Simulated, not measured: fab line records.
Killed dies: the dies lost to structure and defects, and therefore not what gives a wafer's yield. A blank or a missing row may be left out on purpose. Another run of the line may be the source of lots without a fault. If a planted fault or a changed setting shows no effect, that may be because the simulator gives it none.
A struck lot beside a sound one	flow nandHarc	14 steps out of a route of 1302
Sound: wafers L499.1, L499.2, L499.6. Struck: wafers L512.3, L512.5, L512.6. Last of all comes the cause.
Each step with rows lists, per side, the tool, then ch with its chambers, then its first start. Under that, the readings that differ: sound wafers	struck wafers	difference of the means	sigmas: that difference in standard deviations of wafers without a fault.
alike: readings whose means differ by less than 2 such deviations, and words and numbers that are the same on both sides. not compared: withheld readings, readings that some wafer has no value for, bounds like >300 that may hide the same value, and numbers for which the record gives no deviation and whose values overlap.
The two part at a step that has a row with sigmas, a row that says differs or no value, or rows on one side only. When numbers do not overlap yet have no deviation, they are printed without sigmas and do not part them. A reading missing from all wafers of one side parts the sides only when that side holds two or more wafers.

NHARC_A_CHANNEL_HOLE_D1_ETCH_38: etches the open film in CF4, target depth 39 nm, time 65 s.
  sound on rieDiel-03 ch 1,2,3, day 9 06:59; struck on rieDiel-03 ch 0,1, day 14 09:38
  alike: biasW, cf4FlowSccm, drypumpMotorCurrentA, oesProductAu, rfVppV, showerheadPlenumPTorr, throttleValvePct
  not compared: rfHoursCounterH
then, 3 steps without rows for these wafers: NHARC_A_CHANNEL_HOLE_D1_ETCH_39 (etches the open film in N2/H2, target depth 260 nm, time 325 s); NHARC_A_CHANNEL_HOLE_D1_ETCH_34 (etches the open film in CF4/CHF3, target depth 154 nm, time 77 s); NHARC_A_CHANNEL_HOLE_D1_ETCH_16 (etches the open film in O2/COS, target depth 3100 nm, time 806 s).
NHARC_A_CHANNEL_HOLE_D1_CD_MEAS_18:
  sound on cdSem-03 at day 9 08:00; struck on cdSem-03 at day 14 10:40
  alike: cdNm
then, 2 steps without rows for these wafers: NHARC_A_CHANNEL_HOLE_D1_ETCH_19 (etches the open film in C4F8/O2/Ar, time 34.5 s); NHARC_A_CHANNEL_HOLE_D1_ETCH_20 (etches the open film in C4F8/O2/Ar, time 361.9 s, target depth 1600 nm).
NHARC_A_CHANNEL_HOLE_D1_ETCH_21: etches the open film in C4F8/O2/Ar, time 514.3 s, target depth 1600 nm.
  sound on harEtch-02 ch 0,1, day 9 08:31; struck on harEtch-01 ch 0,1, day 14 13:05
reading	sound	struck	difference	sigmas
showerheadPlenumPTorr (Torr)	3.76 3.76 3.76	3.61 3.69 3.61	-0.12	-2
  alike: c4f8FlowSccm, chamberPressureMTorr, drypumpMotorCurrentA, throttleValvePct
  not compared: rfHoursCounterH
NHARC_A_CHANNEL_HOLE_D1_ETCH_22: etches the open film in C4F8/O2/Ar, time 666.7 s, target depth 1600 nm.
  sound on harEtch-02 ch 0,1, day 9 08:57; struck on harEtch-01 ch 0,1, day 14 13:34
reading	sound	struck	difference	sigmas
showerheadPlenumPTorr (Torr)	3.76 3.76 3.76	3.61 3.69 3.61	-0.12	-2
  alike: c4f8FlowSccm, chamberPressureMTorr, drypumpMotorCurrentA, throttleValvePct
  not compared: rfHoursCounterH
then, 2 steps without rows for these wafers: NHARC_A_CHANNEL_HOLE_D1_ETCH_23 (etches the open film in C4F8/O2/Ar, time 819 s, target depth 1600 nm); NHARC_A_CHANNEL_HOLE_D1_ETCH_24 (etches the open film in C4F8/O2/Ar, time 906.2 s, target depth 1500 nm).
NHARC_A_CHANNEL_HOLE_D1_ETCH_25: etches the open film in C4F8/O2/Ar, time 1040.2 s, target depth 1500 nm.
  sound on harEtch-02 ch 0,1, day 9 10:59; struck on harEtch-01 ch 0,1, day 14 15:43
reading	sound	struck	difference	sigmas
showerheadPlenumPTorr (Torr)	3.75 3.75 3.75	3.60 3.68 3.60	-0.12	-2
  alike: c4f8FlowSccm, chamberPressureMTorr, drypumpMotorCurrentA, throttleValvePct
  not compared: rfHoursCounterH
NHARC_A_CHANNEL_HOLE_D1_ETCH_26: etches the open film in C4F8/O2/Ar, time 224.1 s, target depth 300 nm.
  sound on harEtch-02 ch 0,1, day 9 11:52; struck on harEtch-01 ch 0,1, day 14 16:22
  no value came back on the struck wafers for any of 5 readings (biasV (V), c4f8FlowSccm (sccm) and others); on the sound wafers biasV (V) reads 299.8 299.0 297.1
  not compared: rfHoursCounterH
NHARC_A_CHANNEL_HOLE_D1_ETCH_33: etches the open film in C4F8/O2/Ar, time 90 s, target depth 400 nm.
  sound on harEtch-02 ch 0,1, day 9 12:04; struck on harEtch-01 ch 0,1, day 14 16:34
reading	sound	struck	difference	sigmas
showerheadPlenumPTorr (Torr)	3.80 3.80 3.80	3.64 3.73 3.64	-0.13	-2
  alike: biasV, c4f8FlowSccm, drypumpMotorCurrentA, throttleValvePct
  not compared: rfHoursCounterH

== WHERE THEY PART ==
First at NHARC_A_CHANNEL_HOLE_D1_ETCH_21; last, within this record, at NHARC_A_CHANNEL_HOLE_D1_ETCH_33.

WHY: what the simulator had put in
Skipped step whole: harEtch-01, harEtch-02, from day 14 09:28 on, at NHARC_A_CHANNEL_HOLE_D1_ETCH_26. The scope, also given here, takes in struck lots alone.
